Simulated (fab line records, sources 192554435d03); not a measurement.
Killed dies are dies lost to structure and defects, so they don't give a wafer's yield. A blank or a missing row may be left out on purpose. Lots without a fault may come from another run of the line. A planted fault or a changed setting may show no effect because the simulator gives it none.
fab line records | flow n5_finfet
record lots=7 wafers=39
route steps=1938 shown DUMMY_GATE@237 HKMG_FIN@413 MOL_CONTACT_COAG@559
start_h: hours from the record's first day to the start of the lot's first wafer shown | wait_h: hours since the lot's step before | " the same as in the row above | L1.1+2: a row that stands for several wafers | - no value, or no start given | * or withheld: withheld | < > ~ a bound
route shown NAME@n: a module of which the file shows steps, and the number in the route of the first | usual: mean/standard deviation of fault-free wafers | same: alike in all rows | chamber/n: place in a boat | sites: the reading at each site | _std_site: their standard deviation | _edge_site: outer sites' mean less inner sites' | radius_mm: how far each site lies from the wafer's centre | mask NAME#n: copy n | behind: the tool/chamber that last shaped the wafer | hold: why the lot was held/for how many hours/how that ended | device: the transistor (n, p or np) that didn't switch | end of line: the same wafers' tests at the end of the route | a step without rows: its recipe alone | killed: dies lost to structure and defects at the first sort, not the wafer's yield | map: a wafer's dies, x killed, . not, _ none there
set.NAME: the setting as run; set.NAME@STEP: as run at that earlier step | model.NAME: the simulator's own value behind a step, which no gauge read
lots whose settings were changed on purpose; a table a step, a row a wafer
## steps
# step N5_DUMMY_GATE_ETCH_37
# recipe chemistry=N2/H2 target=SOC target_depth_a=600 overetch_a=300 temp_c=40 ion_energy_ev=200 pressure_mtorr=30 source_w=840 bias_w=150 n2_flow_sccm=200 h2_flow_sccm=200
# usual rf_vpp_V=524.4/2.5
# columns lot.wafer tool chamber start_h wait_h set.source_w rf_vpp_V
L075.1 rie_diel-05 0 54.34 0.0 840 526.3
L075.2 " 2 " " 840 519.0
L075.3 " 1 " " 840 525.0
L075.4 " 3 " " 840 521.6
L075.5 " 1 " " 840 524.8
L075.6 " 0 " " 840 527.0
L079.1 rie_diel-02 3 75.67 0.0 840 519.8
L079.2 " 0 " " 840 525.3
L079.3 " 1 " " 789.6 536.4
L079.4 " 2 " " 789.6 538.3
L079.5 " 1 " " 789.6 536.7
L079.6 " 2 " " 840 526.2
L080.4 rie_diel-02 1 82.72 0.0 840 525.3
L080.5 " 0 " " 840 524.1
L080.6 " 3 " " 840 520.0
L081.1 rie_diel-05 3 90.45 0.0 840 521.7
L081.2 " 2 " " 840 522.7
L081.3 " 1 " " 840 524.5
L081.4 " 0 " " 840 526.5
L081.5 " 2 " " 840 521.1
L081.6 " 1 " " 840 524.8
L088.1 rie_diel-05 2 128.55 0.0 840 521.9
L088.2 " 0 " " 938.8 505.7
L088.3 " 1 " " 938.8 506.8
L088.4 " 3 " " 840 521.2
L088.5 " 2 " " 938.8 502.4
L088.6 " 3 " " 840 520.9
L094.1 rie_diel-04 3 172.92 0.0 840 522.1
L094.2 " 1 " " 798.1 534.6
L094.3 " 2 " " 798.1 536.1
L094.4 " 0 " " 840 526.6
L094.5 " 2 " " 840 524.6
L094.6 " 1 " " 798.1 536.3
L097.1 rie_diel-02 0 184.45 0.0 993.8 495.6
L097.2 " 2 " " 840 527.4
L097.3 " 1 " " 993.8 496.0
L097.4 " 3 " " 840 526.9
L097.5 " 2 " " 840 526.9
L097.6 " 3 " " 993.8 500.0
# step N5_HKMG_FIN_CVD_62
# recipe material=a-Si target_thk_a=30 temp_c=500 precursor=Si2H6 pressure_torr=1 time_s=20.8
# columns lot.wafer tool chamber start_h wait_h set.temp_c model.a-Si_of_HKMG_FIN_CVD_62.thk_nm
L075.1 thermal_cvd_si-02 1 81.43 0.2 493 2.8
L075.2+3+6 " 0,2,1 " " 500 3.2
L075.4 " 2 " " 493 2.6
L075.5 " 0 " " 493 2.4
L079.1+5 thermal_cvd_si-01 2 101.79 0.2 522 5.6
L079.2 " 0 " " 522 5.8
L079.3 " 2 " " 500 3
L079.4+6 " 0 " " 500 3.2
L080.4 thermal_cvd_si-02 0 109.60 0.2 500 2.8
L080.5+6 " 1,2 " " 500 3.2
L081.1 thermal_cvd_si-01 0 116.27 0.2 500 3.2
L081.2+3 " 2,1 " " 508.2 3.8
L081.4+5 " 2,1 " " 500 3
L081.6 " 0 " " 508.2 4
L088.1+6 thermal_cvd_si-02 2,0 155.87 0.2 478.5 1.6
L088.2 " 1 " " 500 3.2
L088.3 " 0 " " 500 2.8
L088.4 " 1 " " 500 3.4
L088.5 " 2 " " 478.5 1.8
L094.1+3+4 thermal_cvd_si-01 0,1,0 200.15 0.2 478.9 1.6
L094.2 " 2 " " 500 3
L094.5+6 " 2,1 " " 500 2.8
L097.1 thermal_cvd_si-01 0 211.96 0.2 500 3
L097.2 " 2 " " 491.6 2.4
L097.3+5 " 1,2 " " 491.6 2.2
L097.4 " 0 " " 500 3.2
L097.6 " 1 " " 500 2.8
# step N5_HKMG_FIN_ETCH_31
# recipe chemistry=CF4 target=SiARC target_depth_a=455 mask_material=CAR-ArF time_s=75.8 ion_energy_ev=80 pressure_mtorr=40 source_w=545 bias_w=36 Ar_flow_sccm=100 cf4_flow_sccm=100 ends=cleared
# usual rf_vpp_V=184.4/1
# columns lot.wafer tool chamber start_h wait_h set.bias_w rf_vpp_V
L075.1 rie_diel-01 3 83.20 0.0 36 183.3
L075.2 " 2 " " 36 186.1
L075.3 " 1 " " 36 186.2
L075.4 " 0 " " 38.73 195.3
L075.5 " 0 " " 38.73 194.3
L075.6 " 3 " " 38.73 193.0
L079.1 rie_diel-01 0 104.33 0.0 36 185.3
L079.2 " 3 " " 36 183.0
L079.3 " 1 " " 36 185.5
L079.4 " 2 " " 36 184.8
L079.5 " 1 " " 36 185.1
L079.6 " 0 " " 36 185.5
L080.4 rie_diel-03 1 111.27 0.0 36 183.0
L080.5 " 1 " " 36 183.1
L080.6 " 2 " " 36 182.9
L081.1 rie_diel-03 2 117.95 0.0 36 183.4
L081.2 " 1 " " 30.9 166.8
L081.3 " 0 " " 36 185.4
L081.4 " 3 " " 30.9 167.2
L081.5 " 0 " " 36 185.3
L081.6 " 1 " " 30.9 166.7
L088.1 rie_diel-01 2 157.73 0.0 36 185.5
L088.2 " 0 " " 36 185.0
L088.3 " 3 " " 33.42 176.3
L088.4 " 1 " " 33.42 176.1
L088.5 " 0 " " 36 184.2
L088.6 " 3 " " 33.42 173.6
L094.1 rie_diel-03 3 201.85 0.0 36 182.6
L094.2 " 1 " " 40.02 196.8
L094.3 " 2 " " 36 183.1
L094.4 " 2 " " 40.02 197.1
L094.5 " 1 " " 36 183.7
L094.6 " 3 " " 40.02 195.8
L097.1 rie_diel-01 0 214.30 0.0 36 187.2
L097.2 " 3 " " 36 183.8
L097.3 " 2 " " 36 184.6
L097.4 " 1 " " 40.65 200.1
L097.5 " 3 " " 40.65 198.4
L097.6 " 0 " " 40.65 201.1
# step N5_MOL_CONTACT_COAG_ALD_27
# recipe material=SiOC target_thk_a=170 temp_c=400 ald_precursor_family=carbosiloxane ald_co_reactant=H2-plasma pulse_time_s=1.5 time_s=2720 purge_time_s=2 co_reactant_purge_time_s=2 ald_cycles=340 pressure_torr=2
# columns lot.wafer tool chamber start_h wait_h set.time_s model.SiOC_of_MOL_CONTACT_COAG_ALD_27.thk_nm
L075.1+4+6 ald_sin-03 0,2,0 103.54 0.0 2720 17
L075.2+3 " 3,1 " " 2078 12.8
L075.5 " 1 " " 2078 13
L079.1+4+6 ald_sin-03 1,2,2 127.60 0.0 2720 17
L079.2 " 0 " " 3235 17.2
L079.3+5 " 3,1 " " 3235 17
L080.4+5+6 ald_sin-04 2,1,0 131.69 0.0 2720 17
L081.1+3+6 ald_sin-02 1,3,1 139.01 0.0 2202 13.8
L081.2+5 " 0,2 " " 2720 17.2
L081.4 " 2 " " 2720 17
L088.1+2+3 ald_sin-03 3,2,1 176.40 0.0 2720 17
L088.4+5 " 0 " " 2720 17.2
L088.6 " 1 " " 2720 16.8
L094.1 ald_sin-04 0 221.21 0.0 3013 16.8
L094.2+6 " 3 " " 3013 17
L094.3+4+5 " 1,2,0 " " 2720 17
L097.1+2+3+5+6 ald_sin-04 1,2,3,3,2 233.56 0.2 2720 17
L097.4 " 0 " " 2720 16.8
# step N5_MOL_CONTACT_COAG_ETCH_124
# recipe chemistry=CH3F/O2 target=SiNx target_depth_a=65 mask_material=SOC stop_on=SiOC over_etch_frac=0.3 ion_energy_ev=120 pressure_mtorr=30 source_w=395 bias_w=73 Ar_flow_sccm=150 CH3F_flow_sccm=30 O2_flow_sccm=20 ends=end_point
# usual rf_vpp_V=296/5.7
# columns lot.wafer tool chamber start_h wait_h set.bias_w rf_vpp_V
L075.1 rie_diel-01 1 108.50 0.0 73 299
L075.2 " 0 " " 73 299
L075.3 " 2 " " 73 301
L075.4 " 0 " " 73 298
L075.5 " 1 " " 73 299
L075.6 " 2 " " 73 304
L079.1 rie_diel-03 3 132.79 0.0 73 295
L079.2 " 0 " " 73 298
L079.3 " 1 " " 73 304
L079.4 " 2 " " 73 299
L079.5 " 3 " " 73 295
L079.6 " 2 " " 73 298
L080.4 rie_diel-01 1 136.57 0.0 73 299
L080.5 " 1 " " 73 298
L080.6 " 0 " " 73 298
L081.1 rie_diel-06 0 144.53 0.0 73 291
L081.2 " 3 " " 63.11 253
L081.3 " 2 " " 63.11 268
L081.4 " 1 " " 73 291
L081.5 " 1 " " 63.11 258
L081.6 " 2 " " 73 301
L088.1 rie_diel-01 1 181.41 0.0 73 299
L088.2 " 0 " " 63.56 267
L088.3 " 3 " " 73 295
L088.4 " 2 " " 73 303
L088.5 " 1 " " 63.56 268
L088.6 " 0 " " 63.56 266
L094.1 rie_diel-03 1 225.83 0.0 73 306
L094.2 " 0 " " 73 298
L094.3 " 3 " " 78.27 312
L094.4 " 2 " " 78.27 316
L094.5 " 2 " " 73 299
L094.6 " 3 " " 78.27 312
L097.1 rie_diel-01 1 238.85 0.0 67.49 283
L097.2 " 3 " " 67.49 280
L097.3 " 0 " " 73 298
L097.4 " 0 " " 67.49 279
L097.5 " 3 " " 73 297
L097.6 " 1 " " 73 298
## key
split step=N5_DUMMY_GATE_ETCH_37 setting=source_w stated=840 by=wafer
response step=N5_DUMMY_GATE_ETCH_37 reading=rf_vpp_V change=-1.64 per=1% r=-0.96
split step=N5_HKMG_FIN_CVD_62 setting=temp_c stated=500 by=wafer
response step=N5_HKMG_FIN_CVD_62 reading=model.a-Si_of_HKMG_FIN_CVD_62.thk_nm change=+0.415 per=1% r=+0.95
split step=N5_HKMG_FIN_ETCH_31 setting=bias_w stated=36 by=wafer
response step=N5_HKMG_FIN_ETCH_31 reading=rf_vpp_V change=+1.21 per=1% r=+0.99
split step=N5_MOL_CONTACT_COAG_ALD_27 setting=time_s stated=2720 by=wafer
response step=N5_MOL_CONTACT_COAG_ALD_27 reading=model.SiOC_of_MOL_CONTACT_COAG_ALD_27.thk_nm shape=bent at_lowest=12.87 at_stated=17.01 at_highest=17.07
split step=N5_MOL_CONTACT_COAG_ETCH_124 setting=bias_w stated=73 by=wafer
response step=N5_MOL_CONTACT_COAG_ETCH_124 reading=rf_vpp_V change=+2.4 per=1% r=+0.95
